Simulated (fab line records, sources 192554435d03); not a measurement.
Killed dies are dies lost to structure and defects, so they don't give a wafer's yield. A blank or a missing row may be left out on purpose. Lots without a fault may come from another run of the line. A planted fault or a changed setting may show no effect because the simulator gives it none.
Chamber matching | flow n5_finfet | N5_BEOL_M1_STRIP_19 on rie_diel-05: 4 sister chambers
The step strips in O2. 16 wafers are shown with their chamber, then 8 later ones without.

WAFERS WITH THEIR CHAMBER
wafer  | chamber | showerhead_plenum_p_Torr (Torr) | throttle_valve_pct (%) | drypump_motor_current_A (A)
L074.1 | 3       | 2.01                            | 16.62                  | 5.3
L074.4 | 1       | 2.11                            | 16.63                  | 6.1
L074.6 | 2       | 2.02                            | 16.91                  | 5.7
L077.1 | 2       | 2.02                            | 16.92                  | 5.7
L077.2 | 1       | 2.11                            | 16.64                  | 6.2
L077.4 | 0       | 2.16                            | 17.22                  | 4.9
L079.1 | 1       | 2.11                            | 16.64                  | 6.2
L079.4 | 0       | 2.16                            | 17.23                  | 4.9
L079.6 | 2       | 2.02                            | 16.93                  | 5.7
L082.3 | 1       | 2.11                            | 16.66                  | 6.2
L082.4 | 2       | 2.02                            | 16.92                  | 5.7
L082.6 | 0       | 2.16                            | 17.25                  | 5.0
L085.2 | 1       | 2.10                            | 16.68                  | 6.2
L085.4 | 3       | 2.00                            | 16.65                  | 5.4
L085.6 | 1       | 2.10                            | 16.68                  | 6.1
L088.1 | 1       | 2.10                            | 16.68                  | 6.2

SIGNATURES (means of the wafers above)
reading                  | chamber 0 | chamber 1 | chamber 2 | chamber 3 | scatter within a chamber
showerhead_plenum_p_Torr | 2.1600    | 2.1057    | 2.0200    | 2.0050    | 0.0043
throttle_valve_pct       | 17.2333   | 16.6586   | 16.9200   | 16.6350   | 0.0183
drypump_motor_current_A  | 4.933     | 6.171     | 5.700     | 5.350     | 0.0465
Rule: a wafer's distance from a chamber is the root of the sum, over the readings, of the square of ((its reading less the chamber's mean) divided by the reading's scatter). The wafer belongs to the nearest chamber; if the next one is less than 2 further off, it can't be placed. The scatter: the root of (the sum of the squares of (reading less its chamber's mean) over the shown wafers, divided by (wafers less chambers)).

WAFERS WITHOUT THEIR CHAMBER
wafer  | showerhead_plenum_p_Torr (Torr) | throttle_valve_pct (%) | drypump_motor_current_A (A)
L088.4 | 2.10                            | 16.68                  | 6.2
L088.5 | 2.01                            | 16.95                  | 5.6
L076.2 | 2.15                            | 16.85                  | 4.9
L076.3 | 1.99                            | 16.69                  | 5.4
L076.5 | 2.01                            | 16.99                  | 5.6
L097.1 | 2.10                            | 16.71                  | 6.2
L097.3 | 2.15                            | 16.86                  | 5.0
L097.6 | 2.01                            | 17.00                  | 5.7

WHICH CHAMBER EACH WENT THROUGH
wafer  | from the rows above | in truth
L088.4 | 1                   | 1
L088.5 | 2                   | 2
L076.2 | 0                   | 0
L076.3 | 3                   | 3
L076.5 | 2                   | 2
L097.1 | 1                   | 1
L097.3 | 0                   | 0
L097.6 | 2                   | 2
Placed correctly: 8 of 8. Can't be placed from these rows: 0. Placed wrongly: 0.
